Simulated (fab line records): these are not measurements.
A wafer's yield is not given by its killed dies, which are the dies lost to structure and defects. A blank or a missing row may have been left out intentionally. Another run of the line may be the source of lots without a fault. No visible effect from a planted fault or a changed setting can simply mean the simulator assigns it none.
Which tool is to blame? || flow n5 finfet || 30 wafers from 11 lots sampled at 2 of the route's 1938 steps

WHAT THE GAUGES READ, wafer by wafer
N5_BEOL_M6_OVL_MEAS_12. Usual: for M6_OVL the level is -0.3 nm and the standard deviation is 0.73.
{"lot": "L214", "measured": "day 8 17:07", "on": "overlay-02", "M6_OVL (nm)": "-0.2 0.1 -1.5", "flag": ""}
{"lot": "L216", "measured": "day 8 20:26", "on": "overlay-01", "M6_OVL (nm)": "0.5 -0.3 -1.1", "flag": ""}
{"lot": "L215", "measured": "day 9 13:08", "on": "overlay-02", "M6_OVL (nm)": "-0.8 -1.9", "flag": ""}
{"lot": "L219", "measured": "day 9 19:00", "on": "overlay-02", "M6_OVL (nm)": "0.6 0.3", "flag": ""}
{"lot": "L218", "measured": "day 9 21:19", "on": "overlay-01", "M6_OVL (nm)": "-0.1 -0.4 -1.6", "flag": ""}
{"lot": "L222", "measured": "day 10 19:41", "on": "overlay-02", "M6_OVL (nm)": "-0.2 -0.6 -0.1", "flag": ""}
{"lot": "L224", "measured": "day 11 17:25", "on": "overlay-01", "M6_OVL (nm)": "1.0 -0.1 -0.1", "flag": ""}
{"lot": "L234", "measured": "day 13 23:15", "on": "overlay-02", "M6_OVL (nm)": "1.7 1.1 0.6", "flag": ""}
{"lot": "L232", "measured": "day 13 23:19", "on": "overlay-02", "M6_OVL (nm)": "-0.5 -0.8 0.6", "flag": ""}
{"lot": "L233", "measured": "day 13 23:53", "on": "overlay-02", "M6_OVL (nm)": "1.1 -0.3", "flag": ""}
{"lot": "L235", "measured": "day 14 06:59", "on": "overlay-01", "M6_OVL (nm)": "0.3 -0.1 0.7", "flag": ""}

N5_BEOL_M6_OVL_MEAS_29. Usual: for V5_OVL the level is -0.1 nm and the standard deviation is 0.7.
{"lot": "L214", "measured": "day 8 19:19", "on": "overlay-01", "V5_OVL (nm)": "-0.2 -0.7 -0.3", "flag": ""}
{"lot": "L216", "measured": "day 8 22:02", "on": "overlay-01", "V5_OVL (nm)": "0.0 -0.1 -0.1", "flag": ""}
{"lot": "L215", "measured": "day 9 15:18", "on": "overlay-01", "V5_OVL (nm)": "0.1 0.5", "flag": ""}
{"lot": "L219", "measured": "day 9 20:02", "on": "overlay-01", "V5_OVL (nm)": "0.5 0.8", "flag": ""}
{"lot": "L218", "measured": "day 9 22:12", "on": "overlay-01", "V5_OVL (nm)": "-0.8 0.2 0.0", "flag": ""}
{"lot": "L222", "measured": "day 10 20:34", "on": "overlay-02", "V5_OVL (nm)": "0.9 -0.3 1.0", "flag": ""}
{"lot": "L224", "measured": "day 11 19:58", "on": "overlay-01", "V5_OVL (nm)": "0.2 0.6 1.2", "flag": ""}
{"lot": "L234", "measured": "day 14 00:43", "on": "overlay-02", "V5_OVL (nm)": "-0.1 -0.7 -0.7", "flag": ""}
{"lot": "L232", "measured": "day 14 00:52", "on": "overlay-01", "V5_OVL (nm)": "-0.2 0.0 0.4", "flag": ""}
{"lot": "L233", "measured": "day 14 01:04", "on": "overlay-01", "V5_OVL (nm)": "0.9 0.8", "flag": ""}
{"lot": "L235", "measured": "day 14 08:01", "on": "overlay-02", "V5_OVL (nm)": "0.1 -0.2 -0.5", "flag": ""}

EACH LOT AND THE TOOL THAT RAN IT (in order: tool; ch and the chambers of the sampled wafers; start)
The record shows no process step preceding these readings.

WHAT THE TOOLS THEMSELVES READ (means of the sampled wafers that have a number; where no wafer has one, the mark that the record gives instead)
The record holds no such reading with a usual standard deviation.

THE ANSWER, worked out from the rows above alone
Rule: a lot counts as off when the mean over its wafers that have a number is more than 3 standard deviations away from the usual mean. Also off: a lot with no number at a reading for which 4 or more lots have one. Any other lot the step has rows for is counted as sound. After the gauges, taken in route order, come the tools' own readings; for these a lot's mean is taken, as printed above. The first step at which some lot is off is used, and at that step the reading that is off furthest; a lot without a number counts as furthest.
No lot is off at any reading shown: from this, nothing can be told.

WHAT THE SIMULATOR PUT IN
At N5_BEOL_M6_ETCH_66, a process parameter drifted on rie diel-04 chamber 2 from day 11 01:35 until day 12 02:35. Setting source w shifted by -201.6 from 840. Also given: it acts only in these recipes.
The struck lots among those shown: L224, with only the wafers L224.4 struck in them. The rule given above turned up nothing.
